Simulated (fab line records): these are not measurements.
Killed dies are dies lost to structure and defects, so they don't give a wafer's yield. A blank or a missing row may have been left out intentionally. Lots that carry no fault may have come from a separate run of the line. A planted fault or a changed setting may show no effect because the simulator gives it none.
Lot-split experiment ; flow n5-finfet ; 21 wafers read from 7 lots, route of 1938 steps

## ABOUT THE SPLIT
At N5_DUMMY_GATE_PECVD_30 (deposits SiO2 from TEOS/O2, target thk 55 nm, time 10.8 s), the setting time-s was moved away from the recipe's 10.8 s on 7 of the 21 wafers read, by -12.1% to +11.0%. For the rest of the wafers, this setting stayed at what the recipe calls for.

## FROM THE SPLIT TO THE READING: what the file shows between them, 5 steps
- N5_DUMMY_GATE_COAT_28: time 60 s, resist thk 10 nm (also split here: spin-rpm)
- N5_DUMMY_GATE_COAT_09: resist thk 30 nm
- N5_DUMMY_GATE_EBR_11
- N5_DUMMY_GATE_STRIP_41: strips in O2
- N5_DUMMY_GATE_HM_OPEN_21: chemistry CH3F/O2, target SiNx, target depth 120 nm, time 171.4 s

## THE READING
SiO2_of_DUMMY_GATE_PECVD_30.thk-nm (the simulator's own value, which no gauge read), in nm, at N5_DUMMY_GATE_ETCH_32 (etches SiO2 in CF4, target depth 3.5 nm, time 3.9 s). The file gives no usual value for it. Average 41.6 nm, standard deviation 0.79 nm, over the 14 wafers here run with the recipe.

wafer;tool, chamber at the split;time-s as run, s;against the recipe;SiO2_of_DUMMY_GATE_PECVD_30.thk-nm, nm;against lot-mates on the recipe
L076.1;pecvd-03, 1;11.72;+8.5%;46.2;+4.9
L076.3;pecvd-03, 2;10.8;recipe;40;-
L076.6;pecvd-03, 1;10.8;recipe;42.6;-
L079.2;pecvd-01, 1;11.43;+5.8%;44.2;+3.8
L079.3;pecvd-01, 0;10.8;recipe;40.4;-
L079.5;pecvd-01, 2;11.43;+5.8%;45.2;+4.8
L080.2;pecvd-04, 2;10.8;recipe;41.6;-
L080.4;pecvd-04, 2;10.8;recipe;42.6;-
L080.6;pecvd-04, 1;10.8;recipe;42.2;-
L084.3;pecvd-01, 0;11.99;+11.0%;46.2;+4.8
L084.4;pecvd-01, 1;10.8;recipe;41.4;-
L084.6;pecvd-01, 0;11.99;+11.0%;47;+5.6
L088.2;pecvd-03, 2;10.8;recipe;40.8;-
L088.4;pecvd-03, 1;10.8;recipe;41.6;-
L088.6;pecvd-03, 2;10.8;recipe;41.4;-
L094.1;pecvd-01, 0;10.8;recipe;41.6;-
L094.3;pecvd-01, 2;9.492;-12.1%;35;-6.6
L094.5;pecvd-01, 2;9.492;-12.1%;35.8;-5.8
L097.1;pecvd-01, 2;10.8;recipe;41.4;-
L097.2;pecvd-01, 0;10.8;recipe;42;-
L097.6;pecvd-01, 2;10.8;recipe;42.8;-

THE FIT
A straight line over all 21 wafers: SiO2_of_DUMMY_GATE_PECVD_30.thk-nm changes by +0.497 nm for each +1% of time-s; r = +0.97; the points scatter about the line by 0.75 nm.
The same after taking each lot's own level away (the mean of its wafers on the recipe; 21 wafers): +0.524 nm for each +1%; r = +0.97; scatter 0.73 nm.
On that fit, the largest move of time-s shifts the reading by 6.4 nm.
From 40.40 to 42.13 nm: that is the span of the lots' own levels, equal to 2.2 times the standard deviation above.
So the lot-to-lot level changes the slope little: the two slopes agree.
Check: for one of the wafers moved furthest among these (-12.1%), held out of the fit, the line's prediction against its lot-mates is -6.1 nm. Against them it came out at -6.6 nm.

## OTHER SPLITS APPLIED TO THESE WAFERS
Other splits were also applied to these wafers ahead of the reading. Each is held against what the fit with the lots' levels taken away leaves over:
other split on the same wafers;wafers away from the commonest value;r with SiO2_of_DUMMY_GATE_PECVD_30.thk-nm (lot level and that fit taken away)
N5_WELL_APT_EXPOSE_05 dose-mj;6;-0.04
N5_WELL_APT_DEVELOP_07 develop-time-s;6;-0.28
N5_PMOS_HMC_CHANNEL_EPI_PEB_07 peb-temp-c;4;+0.23
N5_DUMMY_GATE_COAT_28 spin-rpm;6;-0.20

## THE WHOLE CHAIN: every reading that the file lists as answering this split, in the file's order
step;what it does;reading;change (the file's fit);r (the file's)
N5_DUMMY_GATE_PECVD_30;deposits SiO2 from TEOS/O2, target thk 55 nm, time 10.8 s;SiO2_of_DUMMY_GATE_PECVD_30.thk-nm (the simulator's own value, which no gauge read);+0.541 nm for each +1% of the setting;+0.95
N5_DUMMY_GATE_ETCH_32;etches SiO2 in CF4, target depth 3.5 nm, time 3.9 s;SiO2_of_DUMMY_GATE_PECVD_30.thk-nm (the simulator's own value, which no gauge read);+0.532 nm for each +1% of the setting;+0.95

## THE FILE'S OWN FIT
SiO2_of_DUMMY_GATE_PECVD_30.thk-nm changes by +0.532 nm for each +1% of time-s, r = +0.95.
